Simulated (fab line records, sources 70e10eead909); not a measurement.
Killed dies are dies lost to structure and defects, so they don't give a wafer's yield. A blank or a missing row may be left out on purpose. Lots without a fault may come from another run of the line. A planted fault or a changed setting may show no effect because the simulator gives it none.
Chamber matching | flow nand_harc | NHARC_P_BONDPAD_DESCUM_11 on rie_diel-01: 4 sister chambers
The step chemistry O2, time 3 s. 4 wafers are shown with their chamber, then 7 later ones without.

WAFERS WITH THEIR CHAMBER
wafer  | chamber | oes_product_au (a.u.)
L089.2 | 3       | 1.022
L089.6 | 1       | 0.981
L091.2 | 0       | 0.992
L091.3 | 2       | 0.973

WAFERS WITHOUT THEIR CHAMBER
wafer  | oes_product_au (a.u.)
L091.4 | 1.023
L096.1 | 0.989
L096.3 | 0.999
L096.6 | 0.999
L097.2 | 0.993
L097.4 | 1.010
L097.5 | 1.009

WHICH CHAMBER EACH WENT THROUGH
wafer  | from the rows above          | in truth
L091.4 | 3                            | 3
L096.1 | can't be placed: 0 or 1 or 2 | 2
L096.3 | can't be placed: 0 or 1      | 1
L096.6 | can't be placed: 0 or 1      | 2
L097.2 | can't be placed: 0 or 1      | 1
L097.4 | can't be placed: 3 or 0      | 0
L097.5 | can't be placed: 3 or 0 or 1 | 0
Placed correctly: 1 of 7. Can't be placed from these rows: 6 (the true chamber is among the candidates in 5). Placed wrongly: 0.
How it was worked out, from the rows above alone: a wafer's distance from a chamber is the root of the sum, over the readings, of the square of ((its reading less the chamber's mean) divided by the reading's scatter). The wafer belongs to the nearest chamber; if the next one is less than 2 further off, it can't be placed. A chamber's mean is the mean of its shown wafers. The scatter: with one shown wafer a chamber, the root of the mean of the squares of how far each hidden wafer lies from its nearest shown one.
